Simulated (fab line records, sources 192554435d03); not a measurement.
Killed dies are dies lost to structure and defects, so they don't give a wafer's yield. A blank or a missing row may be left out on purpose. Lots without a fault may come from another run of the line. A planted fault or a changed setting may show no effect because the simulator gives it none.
Problem report in the 8D (eight disciplines) form, filled by code | flow n5_finfet | the parts of the form that need people (team, actions taken, sign-off) are left out

1. THE PROBLEM
spin_speed_rpm at N5_BEOL_M8_COAT_71 reads a mean of 1577.6 rpm on 9 wafers of 3 lots; wafers without a fault read 1500.0 rpm with a standard deviation of 0.95. That is +82 standard deviations from the usual mean.
The step: time 60 s, resist thk 5 nm.
First seen on wafer L250.1, day 12 16:41, on litho_track-01. The record holds 37 wafers of 13 lots with a number at this step. Rule for "out", or "out of limits": more than 4 standard deviations from the usual mean. The other wafers with a number count as sound.

2. WHAT IT IS AND WHAT IT IS NOT
question                    | is                     | is not
which readings at this step | spin_speed_rpm         | -
which lots                  | L248, L250, L254       | L240, L242, L243, L244, L245, L255, L257, L260, L261, L262
which wafers of those lots  | all that have a number | -
read on which tools         | litho_track-01         | litho_track-03, litho_track-05
when                        | from day 12 16:41      | up to then (13 sound wafers); but 15 sound wafers of L255, L257, L260, L261, L262 came after

3. SUSPECTS, AND WHAT RULES EACH OUT
Counting: a tool at a process step up to the reading stays a suspect if it ran every lot that is out and no sound lot after the first of them.
- litho_track-01 at N5_BEOL_M8_COAT_71 (time 60 s, resist thk 5 nm): ruled out as a lasting fault. Sound lots L261 ran on it after its first lot that is out, L250 (day 12 16:41).
Left after counting: nothing in the record.

4. THE CAUSE (what the simulator had put in)
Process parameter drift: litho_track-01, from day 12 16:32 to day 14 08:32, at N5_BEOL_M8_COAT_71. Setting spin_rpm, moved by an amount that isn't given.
Counting ruled it out, wrongly.

5. THE CHAIN OF EFFECTS, in route order
Each row: a reading whose mean over the struck wafers that have a number lies more than 3 standard deviations from the usual. Only readings for which the record gives a usual standard deviation are gone through. hours: the time from each lot's start at the first step in this table that gives one to its start at this step, as a median over the lots. sigmas: the change in usual standard deviations.
hours | step               | reading        | usual      | on struck wafers | change | sigmas
0     | N5_BEOL_M8_COAT_71 | spin_speed_rpm | 1500.0 rpm | 1577.6           | +77.6  | +82
The process steps in it:
- N5_BEOL_M8_COAT_71: time 60 s, resist thk 5 nm.
Later measuring or inspecting steps at which every struck wafer that the step has a row for has a number for every such reading, and none has moved that far: N5_BEOL_M8_OVL_MEAS_29.

6. WHAT WOULD HAVE CAUGHT IT SOONER
In this record the first reading out of limits was taken at day 12 16:41, 0 hours after the fault began at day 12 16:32.
